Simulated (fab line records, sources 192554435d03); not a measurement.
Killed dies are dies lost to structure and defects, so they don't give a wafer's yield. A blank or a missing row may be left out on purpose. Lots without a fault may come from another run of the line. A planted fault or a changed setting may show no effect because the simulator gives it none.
Chamber matching | flow n5_finfet | N5_BEOL_M1_DESCUM_16 on rie_diel-06: 4 sister chambers
The step chemistry O2, time 7 s. 4 wafers are shown with their chamber, then 12 later ones without.

WAFERS WITH THEIR CHAMBER
wafer  | chamber | showerhead_plenum_p_Torr (Torr)
L086.3 | 1       | 2.18
L086.5 | 0       | 2.20
L087.4 | 3       | 2.00
L087.5 | 2       | 2.02

WAFERS WITHOUT THEIR CHAMBER
wafer  | showerhead_plenum_p_Torr (Torr)
L088.1 | 2.17
L088.2 | 2.02
L088.5 | 2.17
L089.2 | 2.19
L089.5 | 2.17
L089.6 | 2.02
L095.4 | 2.19
L095.5 | 1.99
L095.6 | 2.02
L097.2 | 2.19
L097.4 | 1.99
L097.5 | 2.17

WHICH CHAMBER EACH WENT THROUGH
wafer  | from the rows above     | in truth
L088.1 | 1                       | 1
L088.2 | 2                       | 2
L088.5 | 1                       | 1
L089.2 | can't be placed: 1 or 0 | 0
L089.5 | 1                       | 1
L089.6 | 2                       | 2
L095.4 | can't be placed: 1 or 0 | 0
L095.5 | 3                       | 3
L095.6 | 2                       | 2
L097.2 | can't be placed: 1 or 0 | 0
L097.4 | 3                       | 3
L097.5 | 1                       | 1
Placed correctly: 9 of 12. Can't be placed from these rows: 3 (the true chamber is among the candidates in 3). Placed wrongly: 0.
How it was worked out, from the rows above alone: a wafer's distance from a chamber is the root of the sum, over the readings, of the square of ((its reading less the chamber's mean) divided by the reading's scatter). The wafer belongs to the nearest chamber; if the next one is less than 2 further off, it can't be placed. A chamber's mean is the mean of its shown wafers. The scatter: with one shown wafer a chamber, the root of the mean of the squares of how far each hidden wafer lies from its nearest shown one.
